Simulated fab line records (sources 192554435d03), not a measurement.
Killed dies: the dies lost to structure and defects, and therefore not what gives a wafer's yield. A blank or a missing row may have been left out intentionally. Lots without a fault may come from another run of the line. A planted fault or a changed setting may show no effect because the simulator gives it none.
fab line records    flow n5-finfet
record lots=5  wafers=15  last-day=19
route steps=1938 shown BEOL_M12@1637
lots with no fault: from the same line, run without faults
start-h: start of the lot's first displayed wafer, in hours after the record's first day    wait-h: hours elapsed since this lot's preceding step    " unchanged from the row above    L1.1+2: a single row standing in for several wafers    - value missing, or start not given    * or withheld: withheld    < > ~ a bound
route shown NAME@n: NAME is a module with steps in the file, n the number in the route of the first one    usual: the fault-free wafers' mean and standard deviation    same: alike in all rows    chamber/n: place in a boat    sites: each site's reading    _std_site: standard deviation of those values    _edge_site: the outer-site mean with the inner-site mean subtracted    radius-mm: how far each site lies from the wafer's centre    mask NAME#n: copy n    behind: the last tool/chamber to shape the wafer    hold: why the lot was held/for how many hours/how that ended    device: which transistor (n, p or np) failed to switch    end of line: tests run on the same wafers once the route is complete    where a step has no rows: the recipe by itself    killed: dies that structure and defects cost at the first sort, which is not the same as the wafer's yield    map: a wafer's dies, marking killed ones x, the rest . and places with no die _
set.NAME: the setting as run; set.NAME@STEP: as run at that earlier step    model.NAME: the simulator's own value behind a step, which no gauge read
lots at selected steps of the route; one table per step, one row per wafer
services: when a tool's chamber went out of use (start-h, in hours from the record's first day, below 0 if earlier), for how many hours, and the reason
## steps
# step N5_BEOL_M12_ETCH_68
# recipe chemistry=N2/H2  target=SOC  mask-material=SiARC  source-w=3000  bias-w=350  temp-c=40  time-s=285  ion-energy-ev=200  pressure-mtorr=30  n2-flow-sccm=200  h2-flow-sccm=200
# usual drypump-motor-current-A=5.8/0.39  oes-product-au=0.80/0.1  rf-vpp-V=523.7/1.6  showerhead-plenum-p-Torr=2.54/0.049  throttle-valve-pct=17.71/0.24
lot.wafer  tool         chamber  start-h  wait-h  drypump-motor-current-A  oes-product-au  rf-hours-counter-h  rf-vpp-V  showerhead-plenum-p-Torr  throttle-valve-pct
L517.1     rie-diel-04  1        270.98   0.1     5.3                      0.67            244                 525.7     2.61                      17.80
L517.2     "            0        "        "       6.0                      0.96            2                   521.6     2.50                      17.38
L517.6     "            2        "        "       6.3                      0.70            -                   521.7     2.51                      17.81
L526.2     rie-diel-02  2        339.22   0.1     4.9                      0.69            227                 521.9     2.51                      18.17
L526.3     "            1        "        "       5.7                      0.69            239                 522.7     2.51                      17.99
L526.4     "            3        "        "       5.8                      0.90            26                  526.8     2.60                      17.66
L532.1     rie-diel-05  2        383.68   0.1     5.7                      0.93            10                  522.7     2.49                      17.24
L532.3     "            0        "        "       6.1                      0.69            206                 522.3     2.52                      17.89
L532.6     "            2        "        "       5.7                      0.95            -                   521.7     2.49                      17.25
L539.2     rie-diel-05  3        423.94   0.1     5.5                      1.00            1                   525.5     2.61                      17.45
L539.4     "            2        "        "       5.8                      0.91            26                  521.0     2.49                      17.29
L539.5     "            0        "        "       6.2                      0.69            -                   522.4     2.51                      17.93
L522.3     rie-diel-02  1        424.33   0.1     5.7                      0.97            2                   523.2     2.50                      17.55
L522.4     "            3        "        "       5.8                      0.86            -                   525.4     2.58                      17.72
L522.5     "            1        "        "       5.7                      0.99            -                   523.4     2.50                      17.54
# step N5_BEOL_M12_STRIP_69
# recipe chemistry=N2/H2  temp-c=40  n2-flow-sccm=200  h2-flow-sccm=200  rf-frequency-hz=6e+07
# step N5_BEOL_M12_TRENCH_ETCH_34
# recipe chemistry=C4F8/O2/Ar  target=SiOC  target-depth-a=3189.5  mask-material=SOC  pressure-mtorr=30  source-w=3000  bias-w=700  Ar_flow_sccm=400  C4F8_flow_sccm=15  O2_flow_sccm=8  he-inner-torr=15  he-outer-torr=30  time-s=125.5  ion-energy-ev=250
# step N5_BEOL_M12_STRIP_70
# recipe chemistry=C4F8/O2/Ar  resist=SiARC  rf-frequency-hz=6e+07
# step N5_BEOL_M12_OCD_MEAS_35
# usual trench-depth-nm=319/4.5
lot.wafer  tool    chamber  start-h  wait-h  trench-depth-nm
L517.1     ocd-01  -        271.31   0.0     317
L517.2     "       -        "        "       323
L517.6     "       -        "        "       316
L526.2     ocd-01  -        339.56   0.0     315
L526.3     "       -        "        "       314
L526.4     "       -        "        "       325
L532.1     ocd-01  -        384.02   0.0     325
L532.3     "       -        "        "       317
L532.6     "       -        "        "       325
L539.2     ocd-01  -        424.28   0.0     329
L539.4     "       -        "        "       324
L539.5     "       -        "        "       320
L522.3     ocd-01  -        424.67   0.0     325
L522.4     "       -        "        "       322
L522.5     "       -        "        "       325
# step N5_BEOL_M12_STRIP_37
# recipe chemistry=N2/H2  power-w=1000  temp-c=250  h2-frac=0.65  overash-fraction=0.3  pressure-mtorr=withheld  n2-flow-sccm=1750  h2-flow-sccm=3250
# step N5_BEOL_M12_ETCH_38
# recipe chemistry=CF4/N2  target=SiCN  target-depth-a=687  taper-deg=2  time-s=73.4  ion-energy-ev=150  mask-material=SiO2  pressure-mtorr=40  source-w=430  bias-w=70  Ar_flow_sccm=100  cf4-flow-sccm=60  n2-flow-sccm=60
# usual drypump-motor-current-A=5.8/0.4  oes-product-au=0.82/0.1  rf-vpp-V=382.3/1.3  showerhead-plenum-p-Torr=2.20/0.043  throttle-valve-pct=15.33/0.24
lot.wafer  tool         chamber  start-h  wait-h  drypump-motor-current-A  oes-product-au  rf-hours-counter-h  rf-vpp-V  showerhead-plenum-p-Torr  throttle-valve-pct
L517.1     rie-diel-02  0        271.51   -       6.2                      0.80            100                 383.1     2.22                      15.36
L517.2     "            2        "        "       4.9                      0.71            204                 380.8     2.19                      15.75
L517.6     "            1        "        "       5.7                      0.71            -                   382.8     2.19                      15.67
L526.2     rie-diel-02  3        340.89   -       5.8                      0.90            27                  382.1     2.25                      15.24
L526.3     "            2        "        "       4.9                      0.69            228                 382.3     2.18                      15.80
L526.4     "            1        "        "       5.7                      0.69            240                 381.0     2.18                      15.71
L532.1     rie-diel-05  2        385.30   -       5.7                      0.94            11                  379.9     2.17                      14.94
L532.3     "            1        "        "       6.3                      0.78            113                 380.7     2.13                      15.29
L532.6     "            0        "        "       6.1                      0.69            -                   380.5     2.19                      15.62
L539.2     rie-diel-05  2        425.28   -       5.7                      0.91            26                  381.2     2.16                      14.97
L539.4     "            0        "        "       6.1                      0.68            223                 382.0     2.18                      15.64
L539.5     "            3        "        "       5.5                      1.00            -                   383.2     2.26                      15.11
L522.3     rie-diel-02  1        425.41   -       5.7                      0.98            3                   382.5     2.18                      15.20
L522.4     "            1        "        "       5.7                      0.98            -                   381.9     2.18                      15.21
L522.5     "            0        "        "       6.2                      0.75            -                   382.0     2.20                      15.50
# step N5_BEOL_M12_PRECLEAN_39
# recipe chemistry=residue-remover  time-s=60  temp-c=40
# step N5_BEOL_M12_SRD_40
# recipe time-s=30  temp-c=23  rinse-liquid=diw  dry=n2-spin  spin-rpm=1500  dry-time-s=30
# step N5_BEOL_M12_DEGAS_41
# recipe ambient=vacuum  temp-c=250  time-s=60
# step N5_BEOL_M12_PRE_CLEAN_42
# recipe gas=H2/He  time-s=30  temp-c=250
# usual heater-power-w=332/28
lot.wafer  tool            chamber  start-h  wait-h  heater-power-w
L517.1     pvd-sputter-03  -        274.28   0.0     299
L517.2     "               -        "        "       358
L517.6     "               -        "        "       290
L526.2     pvd-sputter-02  -        341.56   0.0     349
L526.3     "               -        "        "       326
L526.4     "               -        "        "       337
L532.1     pvd-sputter-03  -        385.93   0.0     367
L532.3     "               -        "        "       302
L532.6     "               -        "        "       365
L539.2     pvd-sputter-02  -        425.87   0.0     336
L539.4     "               -        "        "       344
L539.5     "               -        "        "       332
L522.3     pvd-sputter-03  -        425.87   0.0     301
L522.4     "               -        "        "       371
L522.5     "               -        "        "       356
# step N5_BEOL_M12_SPUTTER_43
# recipe material=TaN  target-thk-a=150  temp-c=50  bias-v=168.6  power-w=15000  chamber-pressure-pa=0.12  time-s=24.19
# usual throttle-valve-pct=29.8/1.1
lot.wafer  tool            chamber  start-h  wait-h  throttle-valve-pct
L517.1     pvd-sputter-03  -        274.32   0.0     31.2
L517.2     "               -        "        "       30.6
L517.6     "               -        "        "       31.1
L526.2     pvd-sputter-02  -        341.60   0.0     30.2
L526.3     "               -        "        "       30.8
L526.4     "               -        "        "       27.3
L532.1     pvd-sputter-03  -        385.97   0.0     28.8
L532.3     "               -        "        "       29.4
L532.6     "               -        "        "       29.1
L539.2     pvd-sputter-02  -        425.91   0.0     27.3
L539.4     "               -        "        "       30.5
L539.5     "               -        "        "       27.2
L522.3     pvd-sputter-03  -        425.91   0.0     29.7
L522.4     "               -        "        "       29.1
L522.5     "               -        "        "       30.5
# step N5_BEOL_M12_SPUTTER_44
# recipe material=Ta  target-thk-a=100  temp-c=50  bias-v=80  power-w=15000  chamber-pressure-pa=0.07  time-s=16.13
# usual throttle-valve-pct=29.8/1.1
lot.wafer  tool            chamber  start-h  wait-h  throttle-valve-pct  model.Ta_of_BEOL_M12_SPUTTER_44.thk-nm
L517.1     pvd-sputter-03  -        274.40   0.0     31.1                9.6
L517.2     "               -        "        "       30.6                9.8
L517.6     "               -        "        "       31.1                9.6
L526.2     pvd-sputter-02  -        341.68   0.0     30.3                11.2
L526.3     "               -        "        "       31.0                11.4
L526.4     "               -        "        "       27.3                11.4
L532.1     pvd-sputter-03  -        386.05   0.0     29.2                10
L532.3     "               -        "        "       29.6                10
L532.6     "               -        "        "       29.2                10
L539.2     pvd-sputter-02  -        425.99   0.0     27.3                10
L539.4     "               -        "        "       30.1                10
L539.5     "               -        "        "       27.3                10
L522.3     pvd-sputter-03  -        425.99   0.0     29.8                10.2
L522.4     "               -        "        "       29.1                10
L522.5     "               -        "        "       30.8                10.2
# step N5_BEOL_M12_SPUTTER_45
# recipe material=Cu  target-thk-a=800  temp-c=-20  bias-v=60  power-w=26000  chamber-pressure-pa=0.13  time-s=13.33
# usual throttle-valve-pct=29.8/1.1
lot.wafer  tool            chamber  start-h  wait-h  throttle-valve-pct
L517.1     pvd-sputter-03  -        274.48   0.0     31.1
L517.2     "               -        "        "       30.6
L517.6     "               -        "        "       30.9
L526.2     pvd-sputter-02  -        341.76   0.0     30.2
L526.3     "               -        "        "       30.7
L526.4     "               -        "        "       27.6
L532.1     pvd-sputter-03  -        386.13   0.0     28.9
L532.3     "               -        "        "       29.4
L532.6     "               -        "        "       29.0
L539.2     pvd-sputter-02  -        426.07   0.0     27.2
L539.4     "               -        "        "       30.4
L539.5     "               -        "        "       27.4
L522.3     pvd-sputter-03  -        426.07   0.0     29.6
L522.4     "               -        "        "       29.2
L522.5     "               -        "        "       30.8
## services
tool            chamber  start-h  hours  kind
rie-diel-04     2        263.68   2.8    repair
rie-diel-04     -        278.67   4.3    pm
rie-diel-05     1        302.74   4.3    repair
rie-diel-02     2        303.28   3.9    repair
rie-diel-05     2        328.20   -      clean
rie-diel-05     2        328.20   -      consumable-replace:focus-ring
rie-diel-05     2        328.20   26.1   scheduled-down
rie-diel-05     2        328.20   26.1   vent-cycle
rie-diel-02     2        364.20   19.8   repair
rie-diel-02     1        387.70   4.1    repair
rie-diel-02     1        391.96   -      clean
rie-diel-02     1        391.96   -      consumable-replace:focus-ring
rie-diel-02     1        391.96   27.9   scheduled-down
rie-diel-02     1        391.96   27.9   vent-cycle
rie-diel-04     3        393.95   5.8    repair
rie-diel-05     3        400.28   -      clean
rie-diel-05     3        400.28   -      consumable-replace:focus-ring
rie-diel-04     0        402.36   3.0    repair
pvd-sputter-03  -        415.65   1.7    repair
rie-diel-02     -        419.96   0.5    repair
rie-diel-02     2        420.60   -      clean
rie-diel-02     2        420.60   -      consumable-replace:focus-ring
rie-diel-02     2        420.60   27.5   scheduled-down
rie-diel-02     2        420.60   27.5   vent-cycle
## key
first-sign none at tools or gauges
model-effect step=N5_BEOL_M12_SPUTTER_44  value=Ta_of_BEOL_M12_SPUTTER_44.thk-nm  without=10  struck=11.33
met-at N5_BEOL_M12_SPUTTER_44
struck-wafers L526.2,L526.3,L526.4
fault kind=process-parameter-drift  tool=pvd-sputter-02  chamber=-  onset-h=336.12  steps=N5_BEOL_M12_SPUTTER_44  channel=time-s  offset=*  shape=step  end-h=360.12  acts-in=*  stated=*
